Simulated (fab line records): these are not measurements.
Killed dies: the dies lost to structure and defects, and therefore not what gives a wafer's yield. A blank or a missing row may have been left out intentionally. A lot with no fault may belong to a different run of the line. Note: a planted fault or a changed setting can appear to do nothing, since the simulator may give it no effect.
Problem report, 8D (eight disciplines) form, completed by code -- flow n5 finfet -- the parts of the form that need people (team, actions taken, sign-off) are left out

== 1. PROBLEM STATEMENT ==
VT_N_LVT at N5_BEOL_M4_RC_MEAS_101 reads a mean of 73.3 mV on 2 wafers of 2 lots; wafers without a fault read 98.8 mV with a standard deviation of 2.7. Measured from the usual mean, that is -9.4 standard deviations.
The first sign was on wafer L676.1 at day 12 20:58, on prober-02. Wafers with a number at this step in the record: 30, from 10 lots. The rule behind "out" and "out of limits": a value lying over 4 standard deviations away from the usual mean. All remaining wafers that have a number are taken as sound.

== 2. WHAT IT IS, WHAT IT ISN'T ==
question,is,is not
which readings at this step,"VT_N_LVT, IOFF_P_LIN, VT_P, VT_P_LONG","DIBL_N, DIBL_P, IOFF_N, ION_N, SS_N, SS_P, VT_N"
which lots,"L676, L677","L658, L660, L661, L662, L663, L664, L667, L668"
which wafers of those lots,"L676.1, L677.1","L676.2, L676.6, L677.2, L677.6"
read on which gauges,"prober-01, prober-02",-
when,from day 12 20:58,up to then (26 sound wafers); but 2 sound wafers of L677 came after

== 3. SUSPECTS, AND WHAT RULES EACH OUT ==
Counting: a tool at a process step up to the reading stays a suspect if it ran every lot that is out. Sound lots after the first of them don't rule it out here, since some wafers of a struck lot are sound.
- the gauge at N5_BEOL_M4_RC_MEAS_101: ruled out. The wafers that are out were read on 2 gauges (prober-01, prober-02).
- rtp anneal-01 at N5_HKMG_FIN_RTA_80 (time 2 s): kept. It processed each lot that is out (first: L676, day 8 22:26); up to then, its last sound lot is L668 (day 7 05:28).
Left after counting: rtp anneal-01 at N5_HKMG_FIN_RTA_80.

== 4. THE CAUSE (what the simulator had put in) ==
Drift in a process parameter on rtp anneal-01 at N5_HKMG_FIN_RTA_80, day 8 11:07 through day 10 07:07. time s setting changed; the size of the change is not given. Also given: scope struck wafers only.
After counting, this tool was the only one left.

== 5. THE CHAIN OF EFFECTS, in route order ==
Rows list readings where the struck wafers' mean (over those with a number) sits beyond 3 standard deviations from the usual. Readings are gone through only where the record gives a usual standard deviation; hours: the median, over the lots, of the time from a lot's start at the first step in this table giving one to that lot's start at this step; sigmas: the change measured in usual standard deviations.
hours,step,reading,usual,on struck wafers,change,sigmas
0,N5_BEOL_M4_RC_MEAS_101,IOFF_P,0.204 nA/um,0.103,-0.101,-3.7
0,N5_BEOL_M4_RC_MEAS_101,IOFF_P_85C,3.6 nA/um,2.0,-1.6,-4.0
0,N5_BEOL_M4_RC_MEAS_101,IOFF_P_LIN,0.098 nA/um,0.050,-0.049,-4.4
0,N5_BEOL_M4_RC_MEAS_101,IOFF_P_LONG,0.000105 nA/um,0.000068,-0.000037,-4.3
0,N5_BEOL_M4_RC_MEAS_101,ION_P,459 uA/um,434,-25,-4.0
0,N5_BEOL_M4_RC_MEAS_101,VT_N_LVT,98.8 mV,73.3,-25.5,-9.4
0,N5_BEOL_M4_RC_MEAS_101,VT_P,-251 mV,-271,-20,-6.1
0,N5_BEOL_M4_RC_MEAS_101,VT_P_LONG,-275.9 mV,-296.4,-20.5,-7.1
111,N5_PASSIVATION_PROBE_49,sort_bin_8_speed,0.00 %,6.78,+6.78,+99 or more
111,N5_PASSIVATION_PROBE_49,sort n pass,1074,988,-86,-4.8
111,N5_PASSIVATION_PROBE_49,sort yield pct,91.0 %,83.8,-7.2,-4.8
It contains these process steps:
- N5_PASSIVATION_PROBE_49

== 6. HOW IT WOULD HAVE BEEN CAUGHT EARLIER ==
In this record the first reading out of limits at a measuring or inspecting step was taken at day 12 20:58, 106 hours after the fault began at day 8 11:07.
All the lots that are out (2) had begun N5_HKMG_FIN_RTA_80 on rtp anneal-01 by day 12 20:58. Had the tool been put on hold then, not one of them would have been saved.
